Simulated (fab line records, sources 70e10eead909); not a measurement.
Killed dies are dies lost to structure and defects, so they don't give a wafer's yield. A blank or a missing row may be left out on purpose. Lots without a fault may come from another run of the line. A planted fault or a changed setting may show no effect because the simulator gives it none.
Chamber matching | flow nand_harc | NHARC_THIN_TSV_DEP_43 on pecvd-01: 3 sister chambers
The step deposits SiO2, target thk 1328.5 nm. 14 wafers are shown with their chamber, then 7 later ones without.

WAFERS WITH THEIR CHAMBER
wafer  | chamber | showerhead_vpp_V (V) | throttle_valve_pct (%)
L480.3 | 1       | 1853                 | 16.2
L480.4 | 0       | 1749                 | 15.7
L480.5 | 2       | 1898                 | 15.4
L481.3 | 0       | 1713                 | 15.6
L481.4 | 0       | 1732                 | 15.7
L481.5 | 2       | 1887                 | 15.4
L482.1 | 0       | 1782                 | 15.3
L482.3 | 1       | 1846                 | 16.0
L482.4 | 1       | 1861                 | 16.1
L486.2 | 0       | 1751                 | 15.7
L486.3 | 2       | 1905                 | 15.4
L486.5 | 1       | 1854                 | 16.4
L487.4 | 1       | 1837                 | 16.2
L487.5 | 2       | 1943                 | 15.4

SIGNATURES (means of the wafers above)
reading            | chamber 0 | chamber 1 | chamber 2 | scatter within a chamber
showerhead_vpp_V   | 1745.40   | 1850.20   | 1908.25   | 20.7
throttle_valve_pct | 15.600    | 16.180    | 15.400    | 0.138
Rule: a wafer's distance from a chamber is the root of the sum, over the readings, of the square of ((its reading less the chamber's mean) divided by the reading's scatter). The wafer belongs to the nearest chamber; if the next one is less than 2 further off, it can't be placed. The scatter: the root of (the sum of the squares of (reading less its chamber's mean) over the shown wafers, divided by (wafers less chambers)).

WAFERS WITHOUT THEIR CHAMBER
wafer  | showerhead_vpp_V (V) | throttle_valve_pct (%)
L487.6 | 1738                 | 15.6
L498.1 | 1757                 | 15.7
L498.3 | 1864                 | 16.4
L498.4 | 1754                 | 15.7
L497.2 | 1861                 | 16.3
L497.3 | 1699                 | 16.0
L497.6 | 1742                 | 15.9

WHICH CHAMBER EACH WENT THROUGH
wafer  | from the rows above | in truth
L487.6 | 0                   | 0
L498.1 | 0                   | 0
L498.3 | 1                   | 1
L498.4 | 0                   | 0
L497.2 | 1                   | 1
L497.3 | 0                   | 0
L497.6 | 0                   | 0
Placed correctly: 7 of 7. Can't be placed from these rows: 0. Placed wrongly: 0.
